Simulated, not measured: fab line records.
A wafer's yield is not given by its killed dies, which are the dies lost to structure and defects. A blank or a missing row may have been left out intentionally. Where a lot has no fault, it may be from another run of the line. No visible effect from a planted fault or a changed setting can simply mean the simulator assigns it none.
Matching of chambers -- flow n5 finfet -- cmp-03 running N5_BEOL_M4_CMP_52: 4 sister chambers
The step polishes, stops on SiOC, t overpolish 6.8 s, target thk 40 nm. 8 wafers are shown with their chamber, then 7 later ones without.

## WAFERS PAIRED WITH THEIR CHAMBERS
wafer,chamber,time to endpoint s (s),motor current A (A)
L872.6,0,57,6.0
L876.2,1,66,6.0
L876.5,2,61,6.4
L877.1,3,55,5.4
L877.2,0,64,5.4
L877.4,1,66,6.0
L878.2,2,58,6.0
L879.6,3,56,5.8

## WAFERS MISSING THEIR CHAMBER
wafer,time to endpoint s (s),motor current A (A)
L881.6,60,5.9
L891.2,68,6.2
L891.3,69,5.5
L891.4,61,5.7
L892.2,66,5.8
L892.4,67,6.1
L892.5,63,6.0

## WHICH CHAMBER EACH WENT THROUGH
wafer,from the rows above,in truth
L881.6,can't be placed: 0 or 2 or 3 or 1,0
L891.2,1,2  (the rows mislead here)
L891.3,can't be placed: 1 or 0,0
L891.4,can't be placed: 0 or 2 or 3 or 1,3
L892.2,can't be placed: 1 or 0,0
L892.4,1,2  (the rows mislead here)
L892.5,can't be placed: 1 or 0 or 2 or 3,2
Correct placement for 0 of the 7. Not placeable from these rows: 5 (in 5, the candidates include the true chamber). Wrongly placed: 2.
How it was worked out, from the rows above alone: a wafer's distance from a chamber is the root of the sum, over the readings, of the square of ((its reading less the chamber's mean) divided by the reading's scatter). The wafer belongs to the nearest chamber; if the next one is less than 2 further off, it can't be placed. For every chamber, the mean is computed from those of its wafers that are shown. The scatter is the square root of a quotient: the sum, over the shown wafers, of each reading's squared deviation from its chamber's mean, divided by wafers minus chambers.
